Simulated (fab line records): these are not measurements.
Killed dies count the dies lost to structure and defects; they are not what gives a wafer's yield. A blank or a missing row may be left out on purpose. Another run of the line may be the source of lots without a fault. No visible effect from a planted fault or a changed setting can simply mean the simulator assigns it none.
Matching of chambers :: flow nand_harc :: NHARC_A_BLC_ALD_23 on ald_metal-04 has 4 sister chambers
The step deposits TiN, target thk 3 nm, pulse time 1 s, ald cycles 150. 4 wafers are shown with their chamber, then 8 later ones without.

EACH WAFER AND ITS CHAMBER
wafer: L343.1
chamber: 2
heater_power_w (W): 1134

wafer: L343.2
chamber: 1
heater_power_w (W): 1110

wafer: L343.3
chamber: 3
heater_power_w (W): 1114

wafer: L342.1
chamber: 0
heater_power_w (W): 1072

WAFERS WHOSE CHAMBER IS MISSING
wafer: L342.2
heater_power_w (W): 1129

wafer: L342.3
heater_power_w (W): 1121

wafer: L345.2
heater_power_w (W): 1090

wafer: L345.3
heater_power_w (W): 1122

wafer: L345.6
heater_power_w (W): 1148

wafer: L346.1
heater_power_w (W): 1188

wafer: L346.2
heater_power_w (W): 1118

wafer: L346.6
heater_power_w (W): 1079

CHAMBER TAKEN BY EACH
wafer: L342.2
from the rows above: can't be placed: 2 or 3 or 1
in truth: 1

wafer: L342.3
from the rows above: can't be placed: 3 or 1 or 2 or 0
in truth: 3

wafer: L345.2
from the rows above: can't be placed: 0 or 1 or 3 or 2
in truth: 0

wafer: L345.3
from the rows above: can't be placed: 3 or 1 or 2 or 0
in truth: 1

wafer: L345.6
from the rows above: can't be placed: 2 or 3 or 1
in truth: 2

wafer: L346.1
from the rows above: can't be placed: 2 or 3 or 1
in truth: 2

wafer: L346.2
from the rows above: can't be placed: 3 or 1 or 2 or 0
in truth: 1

wafer: L346.6
from the rows above: can't be placed: 0 or 1 or 3
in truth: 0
0 of 8 placed correctly. From these rows, 8 cannot be placed; in 8 the true chamber is one of the candidates. Placed wrongly: 0.
How it was worked out, from the rows above alone: a wafer's distance from a chamber is the root of the sum, over the readings, of the square of ((its reading less the chamber's mean) divided by the reading's scatter). If the next closest chamber is less than 2 further off than the closest, the wafer can't be placed; otherwise it belongs to the closest. The mean given for a chamber averages the wafers shown for that chamber. The scatter: root of mean squared gap, hidden wafer to nearest shown wafer, with one shown wafer a chamber.
